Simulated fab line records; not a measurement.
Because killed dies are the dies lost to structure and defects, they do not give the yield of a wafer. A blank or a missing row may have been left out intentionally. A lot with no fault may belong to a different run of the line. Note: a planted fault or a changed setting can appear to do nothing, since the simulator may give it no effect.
A struck lot beside a sound one :: flow nandHarc :: 18 out of 1302 route steps
Sound: these wafers, L982.3, L982.4, L982.6. The struck wafers were L991.1, L991.3, L991.4. Last of all comes the cause.
Order at every step that has rows: each side's tool, ch and its chambers, its first start. Under that, the readings that differ: sound wafers :: struck wafers :: difference of the means :: sigmas: that difference in standard deviations of wafers without a fault.
alike: readings with means less than 2 such deviations apart, plus words and numbers identical on both sides. not compared: withheld readings, readings lacking a value on some wafer, bounds such as >300 that could conceal the same value, and numbers that have no deviation in the record and whose values overlap.
The two part at a step that has a row with sigmas, a row that says differs or no value, or rows on one side only. Non-overlapping numbers with no deviation appear without sigmas and do not part them. A reading that every wafer of one side lacks parts them only if that side has two wafers or more.

first, 1 step without rows for these wafers: NHARC_P_M0_SRD_25.
NHARC_P_M0_INSPECT_27:
  sound on defectInspect-01, day 7 18:08; struck on defectInspect-01, day 11 13:35
  alike: rawDefectCount
NHARC_P_M0_PRE_CLEAN_31: time 12 s.
  sound on pecvd-03 ch 1,2, day 7 18:11; struck on pecvd-04 ch 0,1,2, day 11 13:40
  alike: heaterPowerW
NHARC_P_M0_DEP_32: deposits SiCN, target thk 30 nm.
  sound on pecvd-03 ch 1,2, day 7 18:16; struck on pecvd-04 ch 0,1,2, day 11 13:44
  alike: heaterPowerW
then, 7 steps without rows for these wafers: NHARC_P_M1_DEP_00 (deposits SiOC, target thk 182.5 nm); NHARC_P_M1_DEHYDRATE_01 (time 120 s); NHARC_P_M1_HMDS_02 (time 30 s); NHARC_P_M1_COAT_34 (time 65 s); NHARC_P_M1_COAT_03 (resist thk 90 nm); NHARC_P_M1_SOFTBAKE_04 (time 55 s); NHARC_P_M1_EBR_05.
NHARC_P_M1_EXPOSE_06: exposes mask P M1, target cd 130 nm.
  sound on arfiScanner-01 ch 0, day 7 19:23; struck on arfiScanner-03 ch 0, day 11 14:50
reading: model.P_M1.overlayXNm (nm)
sound: -0.2267 -0.2267 -0.2267
struck: 10.72 10.72 10.72
difference: +10.95
sigmas: 
  alike: mask
then, 2 steps without rows for these wafers: NHARC_P_M1_PEB_07 (peb time 65 s); NHARC_P_M1_DEVELOP_08 (develop time 35 s).
NHARC_P_M1_CD_MEAS_09: target cd 130 nm.
  sound on cdSem-01 ch 0, day 7 19:31; struck on cdSem-02 ch 0, day 11 14:59
  alike: cdNm
NHARC_P_M1_OVL_MEAS_10: pitch 260 nm.
  sound on overlay-01, day 7 19:36; struck on overlay-01, day 11 15:14
reading: overlayXNm (nm)
sound: -0.1 -0.2 -0.5
struck: 11.0 10.7 9.9
difference: +10.8
sigmas: +14
  alike: overlayYNm
  not compared: hold
NHARC_P_M1_INSPECT_11:
  sound on defectInspect-02, day 7 19:38; struck on defectInspect-02, day 11 19:58
reading: hold
sound: - - -
struck: awaitDispo/4.7h/release awaitDispo/4.7h/release awaitDispo/4.7h/release
difference: no value on the sound wafers
sigmas: 
  alike: rawDefectCount
-- record jumps: 18 days between struck wafers' starts before vs after; left off in module P_M1, resumes in module END, first step shown is number 1302 of the route --
NHARC_END_SORT_01:
  sound on prober-01 ch 0, day 26 00:43; struck on prober-01 ch 0, day 29 14:54
  alike: defectLimitedYield, killedAtArray, killedAtOther, killedAtPeriphery, killedDies, killedOpen, killedShort

WHERE THEY PART
Last at NHARC_P_M1_INSPECT_11 as far as this record goes, first at NHARC_P_M1_OVL_MEAS_10. Later steps at which nothing parts them and some readings are alike: NHARC_END_SORT_01.

WHY: what had been put in by the simulator
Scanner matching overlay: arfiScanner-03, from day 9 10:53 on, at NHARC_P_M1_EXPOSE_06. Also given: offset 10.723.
